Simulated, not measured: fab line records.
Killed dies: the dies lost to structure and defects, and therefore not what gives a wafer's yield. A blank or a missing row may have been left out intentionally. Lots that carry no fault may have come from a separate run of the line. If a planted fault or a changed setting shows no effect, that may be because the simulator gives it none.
Split-lot study -- flow n5 finfet -- on a route of 1938 steps: 7 lots, 39 wafers read

SPLIT DETAILS
At N5_SPACER0_ALD_00 (deposits SiOCN, target thk 3.5 nm, pulse time 3 s, purge time 2 s), the setting ald cycles was moved away from the recipe's 58 on 18 of the 39 wafers read, by -58.6% to +58.6%. This setting was run at the recipe's value on the other wafers.

The reading is taken at the split's own step.

THE READING
SiOCN_of_SPACER0_ALD_00.thk nm (the simulator's own value, which no gauge read), in nm, at N5_SPACER0_ALD_00 (deposits SiOCN, target thk 3.5 nm, pulse time 3 s, purge time 2 s). There is no usual value for it anywhere in the file. Average 3.5 nm, standard deviation 0.094 nm, over the 21 wafers here run with the recipe.

wafer,"tool, chamber at the split",ald cycles as run,against the recipe,"SiOCN_of_SPACER0_ALD_00.thk nm, nm",against lot-mates on the recipe
L075.1,"ald sin-03, 0,2,0",58,recipe,3.4,-
L075.2,"ald sin-03, 0,2,0",58,recipe,3.4,-
L075.5,"ald sin-03, 0,2,0",58,recipe,3.4,-
L075.3,"ald sin-03, 1,1,2",92,+58.6%,5.6,+2.2
L075.4,"ald sin-03, 1,1,2",92,+58.6%,5.6,+2.2
L075.6,"ald sin-03, 1,1,2",92,+58.6%,5.6,+2.2
L077.1,"ald sin-03, 3,2,1",58,recipe,3.4,-
L077.4,"ald sin-03, 3,2,1",58,recipe,3.4,-
L077.6,"ald sin-03, 3,2,1",58,recipe,3.4,-
L077.2,"ald sin-03, 2,1,3",71,+22.4%,4.2,+0.8
L077.3,"ald sin-03, 2,1,3",71,+22.4%,4.2,+0.8
L077.5,"ald sin-03, 2,1,3",71,+22.4%,4.2,+0.8
L080.2,"ald sin-03, 1,0",58,recipe,3.4,-
L080.5,"ald sin-03, 1,0",58,recipe,3.4,-
L080.6,"ald sin-03, 2",58,recipe,3.6,-
L082.1,"ald sin-02, 2,0,2",72,+24.1%,4.4,+0.9
L082.4,"ald sin-02, 2,0,2",72,+24.1%,4.4,+0.9
L082.5,"ald sin-02, 2,0,2",72,+24.1%,4.4,+0.9
L082.2,"ald sin-02, 0",58,recipe,3.4,-
L082.3,"ald sin-02, 3",58,recipe,3.6,-
L082.6,"ald sin-02, 3",58,recipe,3.6,-
L084.1,"ald sin-03, 0,3,2",71,+22.4%,4.2,+0.8
L084.5,"ald sin-03, 0,3,2",71,+22.4%,4.2,+0.8
L084.6,"ald sin-03, 0,3,2",71,+22.4%,4.2,+0.8
L084.2,"ald sin-03, 3,2,1",58,recipe,3.4,-
L084.3,"ald sin-03, 3,2,1",58,recipe,3.4,-
L084.4,"ald sin-03, 3,2,1",58,recipe,3.4,-
L086.1,"ald sin-01, 3",58,recipe,3.4,-
L086.2,"ald sin-01, 0,2,1",24,-58.6%,1.4,-2.1
L086.3,"ald sin-01, 0,2,1",24,-58.6%,1.4,-2.1
L086.6,"ald sin-01, 0,2,1",24,-58.6%,1.4,-2.1
L086.4,"ald sin-01, 1,2",58,recipe,3.6,-
L086.5,"ald sin-01, 1,2",58,recipe,3.6,-
L091.1,"ald sin-02, 2,1",48,-17.2%,3,-0.5
L091.5,"ald sin-02, 2,1",48,-17.2%,3,-0.5
L091.2,"ald sin-02, 3",48,-17.2%,2.8,-0.7
L091.3,"ald sin-02, 0,2",58,recipe,3.6,-
L091.6,"ald sin-02, 0,2",58,recipe,3.6,-
L091.4,"ald sin-02, 1",58,recipe,3.4,-
Rows listing several chambers each stand for several wafers; the file does not say which wafer went through which chamber.

FIT RESULTS
A straight line over all 39 wafers: SiOCN_of_SPACER0_ALD_00.thk nm changes by +0.0354 nm for each +1% of ald cycles; r = +1.00; the points scatter about the line by 0.087 nm.
The same after taking each lot's own level away (the mean of its wafers on the recipe; 39 wafers): +0.0367 nm for each +1%; r = +1.00; scatter 0.063 nm.
According to that fit, moving ald cycles by its largest amount changes the reading by 2.1 nm.
From 3.40 to 3.53 nm: that is the span of the lots' own levels, equal to 1.4 times the standard deviation above.
So the lot-to-lot level changes the slope little: the two slopes agree.
Check: with one of the wafers moved furthest among these (+58.6%) left out of the fit, the line predicts +2.14 nm for it against its lot-mates. Against them it came out at +2.2 nm.

THE OTHER SPLITS THESE WAFERS WENT THROUGH
Other splits were also applied to these wafers ahead of the reading. Each is held against what the fit with the lots' levels taken away leaves over:
other split on the same wafers,wafers away from the commonest value,r with SiOCN_of_SPACER0_ALD_00.thk nm (lot level and that fit taken away)
N5_ZERO_LAYER_DEVELOP_10 develop time s,15,+0.05
N5_PMOS_HMC_CHANNEL_EPI_DEVELOP_08 develop time s,15,+0.29

FILE'S OWN FIT
SiOCN_of_SPACER0_ALD_00.thk nm changes by +0.0367 nm for each +1% of ald cycles, r = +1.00.
